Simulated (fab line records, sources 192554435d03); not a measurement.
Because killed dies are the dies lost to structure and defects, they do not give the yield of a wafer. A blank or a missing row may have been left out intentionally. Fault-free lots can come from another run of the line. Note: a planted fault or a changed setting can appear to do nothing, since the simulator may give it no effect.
Matching of chambers || flow n5 finfet || 4 sister chambers for N5_DUMMY_REMOVAL_HM_STRIP_01 on rie diel-05
The step strips SiNx in CH3F/O2, stops on poly-Si, target depth 4 nm, time 6.8 s. 8 wafers are shown with their chamber, then 11 later ones without.

EACH WAFER AND ITS CHAMBER
{"wafer": "L086.1", "chamber": 3, "drypump motor current A (A)": 5.1, "showerhead plenum p Torr (Torr)": 1.88}
{"wafer": "L087.1", "chamber": 0, "drypump motor current A (A)": 6.8, "showerhead plenum p Torr (Torr)": 2.12}
{"wafer": "L087.5", "chamber": 3, "drypump motor current A (A)": 5.1, "showerhead plenum p Torr (Torr)": 1.88}
{"wafer": "L087.6", "chamber": 2, "drypump motor current A (A)": 5.1, "showerhead plenum p Torr (Torr)": 1.96}
{"wafer": "L092.2", "chamber": 1, "drypump motor current A (A)": 5.4, "showerhead plenum p Torr (Torr)": 1.91}
{"wafer": "L092.4", "chamber": 1, "drypump motor current A (A)": 5.4, "showerhead plenum p Torr (Torr)": 1.91}
{"wafer": "L092.5", "chamber": 2, "drypump motor current A (A)": 5.0, "showerhead plenum p Torr (Torr)": 1.96}
{"wafer": "L093.3", "chamber": 0, "drypump motor current A (A)": 6.8, "showerhead plenum p Torr (Torr)": 2.11}

WAFERS WITH NO CHAMBER GIVEN
{"wafer": "L093.5", "drypump motor current A (A)": 6.8, "showerhead plenum p Torr (Torr)": 2.11}
{"wafer": "L093.6", "drypump motor current A (A)": 5.0, "showerhead plenum p Torr (Torr)": 1.96}
{"wafer": "L094.2", "drypump motor current A (A)": 6.8, "showerhead plenum p Torr (Torr)": 2.11}
{"wafer": "L094.3", "drypump motor current A (A)": 6.8, "showerhead plenum p Torr (Torr)": 2.11}
{"wafer": "L094.5", "drypump motor current A (A)": 5.1, "showerhead plenum p Torr (Torr)": 1.96}
{"wafer": "L096.2", "drypump motor current A (A)": 6.8, "showerhead plenum p Torr (Torr)": 2.11}
{"wafer": "L096.4", "drypump motor current A (A)": 5.0, "showerhead plenum p Torr (Torr)": 1.96}
{"wafer": "L096.5", "drypump motor current A (A)": 6.8, "showerhead plenum p Torr (Torr)": 2.11}
{"wafer": "L097.3", "drypump motor current A (A)": 5.4, "showerhead plenum p Torr (Torr)": 1.90}
{"wafer": "L097.5", "drypump motor current A (A)": 5.4, "showerhead plenum p Torr (Torr)": 1.90}
{"wafer": "L097.6", "drypump motor current A (A)": 5.0, "showerhead plenum p Torr (Torr)": 1.96}

WHICH CHAMBER EACH WENT THROUGH
{"wafer": "L093.5", "from the rows above": 0, "in truth": 0}
{"wafer": "L093.6", "from the rows above": 2, "in truth": 2}
{"wafer": "L094.2", "from the rows above": 0, "in truth": 0}
{"wafer": "L094.3", "from the rows above": 0, "in truth": 0}
{"wafer": "L094.5", "from the rows above": 2, "in truth": 2}
{"wafer": "L096.2", "from the rows above": 0, "in truth": 0}
{"wafer": "L096.4", "from the rows above": 2, "in truth": 2}
{"wafer": "L096.5", "from the rows above": 0, "in truth": 0}
{"wafer": "L097.3", "from the rows above": 1, "in truth": 1}
{"wafer": "L097.5", "from the rows above": 1, "in truth": 1}
{"wafer": "L097.6", "from the rows above": 2, "in truth": 2}
Correct placement for 11 of the 11. Left unplaced by these rows: 0. 0 placed wrongly.
How it was worked out, from the rows above alone: a wafer's distance from a chamber is the root of the sum, over the readings, of the square of ((its reading less the chamber's mean) divided by the reading's scatter). If the next closest chamber is less than 2 further off than the closest, the wafer can't be placed; otherwise it belongs to the closest. Each chamber's mean is taken over the wafers shown for it. The scatter: take each reading less its chamber's mean, square it, sum over the shown wafers, divide by the number of wafers less the number of chambers, and take the root.
